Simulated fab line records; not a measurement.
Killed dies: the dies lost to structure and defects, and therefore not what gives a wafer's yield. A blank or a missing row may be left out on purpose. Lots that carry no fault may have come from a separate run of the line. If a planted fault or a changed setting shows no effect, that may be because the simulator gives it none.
Matching of chambers ; flow n5-finfet ; N5_PMOS_HMC_CHANNEL_EPI_HM_DEP_34 on pecvd-02: 3 sister chambers
The step deposits SiO2 from TEOS/O2, target thk 36 nm, time 6.9 s. 3 wafers are shown with their chamber, then 8 later ones without.

## WAFERS PAIRED WITH THEIR CHAMBERS
wafer;chamber;throttle-valve-pct (%)
L085.4;0;19.5
L087.3;2;17.3
L088.2;1;20.5

## WAFERS MISSING THEIR CHAMBER
wafer;throttle-valve-pct (%)
L088.3;17.3
L088.4;20.4
L093.1;20.6
L093.4;19.2
L093.5;17.2
L096.3;19.5
L096.4;17.3
L096.5;20.6

## EACH ONE'S CHAMBER
wafer;from the rows above;in truth
L088.3;2;2
L088.4;1;1
L093.1;1;1
L093.4;0;0
L093.5;2;2
L096.3;0;0
L096.4;2;2
L096.5;1;1
Placed correctly: 8 of 8. Number that these rows cannot place: 0. Placed wrongly: 0.
How it was worked out, from the rows above alone: a wafer's distance from a chamber is the root of the sum, over the readings, of the square of ((its reading less the chamber's mean) divided by the reading's scatter). The wafer belongs to the nearest chamber; if the next one is less than 2 further off, it can't be placed. The mean given for a chamber averages the wafers shown for that chamber. The scatter (one wafer shown for each chamber): square how far every hidden wafer sits from the nearest shown wafer, average those squares and take the square root.
